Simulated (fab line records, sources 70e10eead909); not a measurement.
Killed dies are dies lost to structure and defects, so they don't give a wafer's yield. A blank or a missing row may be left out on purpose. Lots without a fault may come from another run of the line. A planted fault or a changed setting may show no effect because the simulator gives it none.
Problem report in the 8D (eight disciplines) form, filled by code | flow nand_harc | the parts of the form that need people (team, actions taken, sign-off) are left out

1. THE PROBLEM
cd_nm at NHARC_P_GATE_CD_MEAS_26 reads a mean of 100.5 nm on 6 wafers of 2 lots; wafers without a fault read 119.8 nm with a standard deviation of 0.74. That is -26 standard deviations from the usual mean.
The step: target cd 120 nm.
First seen on wafer L589.3, day 10 06:23, on cd_sem-03. The record holds 42 wafers of 14 lots with a number at this step. Rule for "out", or "out of limits": more than 4 standard deviations from the usual mean. The other wafers with a number count as sound.

2. WHAT IT IS AND WHAT IT IS NOT
question                    | is                     | is not
which readings at this step | cd_nm                  | -
which lots                  | L589, L590             | L577, L580, L581, L582, L583, L584, L586, L595, L596, L597, L598, L599
which wafers of those lots  | all that have a number | -
read on which gauges        | cd_sem-03              | cd_sem-01, cd_sem-02
when                        | from day 10 06:23      | up to then (21 sound wafers); but 15 sound wafers of L595, L596, L597, L598, L599 came after

3. SUSPECTS, AND WHAT RULES EACH OUT
Counting: a tool at a process step up to the reading stays a suspect if it ran every lot that is out and no sound lot after the first of them.
- the gauge at NHARC_P_GATE_CD_MEAS_26: ruled out. All the wafers that are out were read on cd_sem-03, but those of them that NHARC_P_GATE_PEB_24 has rows for are out there too, on other tools.
- acl_dep-03 at NHARC_P_GATE_HM_DEP_102 (deposits aC, target thk 120 nm): ruled out as a lasting fault. Sound lots L596 ran on it after its first lot that is out, L589 (day 10 05:13).
- litho_track-06 at NHARC_P_GATE_PEB_24 (peb time 65 s): ruled out as a lasting fault. Sound lots L598 ran on it after its first lot that is out, L589 (day 10 06:17).
Left after counting: nothing in the record.

4. THE CAUSE (what the simulator had put in)
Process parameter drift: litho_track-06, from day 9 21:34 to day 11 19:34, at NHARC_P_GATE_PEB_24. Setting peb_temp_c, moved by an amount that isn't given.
Counting ruled it out, wrongly: the rule takes a fault to strike every lot that its tool runs from its start on, and this one did not.

5. THE CHAIN OF EFFECTS, in route order
Each row: a reading whose mean over the struck wafers that have a number lies more than 3 standard deviations from the usual. Only readings for which the record gives a usual standard deviation are gone through. hours: the time from each lot's start at the first step in this table that gives one to its start at this step, as a median over the lots. sigmas: the change in usual standard deviations.
hours | step                    | reading              | usual    | on struck wafers | change | sigmas
0     | NHARC_P_GATE_PEB_24     | heater_power_total_W | 156.6 W  | 170.3            | +13.7  | +31
0     | NHARC_P_GATE_PEB_24     | plate_temp_C         | 100.02 C | 106.47           | +6.45  | +46
0     | NHARC_P_GATE_CD_MEAS_26 | cd_nm                | 119.8 nm | 100.5            | -19.3  | -26
1     | NHARC_P_GATE_CD_MEAS_33 | cd_nm                | 120.1 nm | 98.0             | -22.1  | -9.6
The process steps in it:
- NHARC_P_GATE_PEB_24: peb time 65 s.

6. WHAT WOULD HAVE CAUGHT IT SOONER
In this record the first reading out of limits at a measuring or inspecting step was taken at day 10 06:23, 9 hours after the fault began at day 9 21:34.
The tool's own readings at NHARC_P_GATE_PEB_24 were out on every struck wafer that the step has a row for (heater_power_total_W, plate_temp_C): an alarm limit on them would have fired on the first of those.
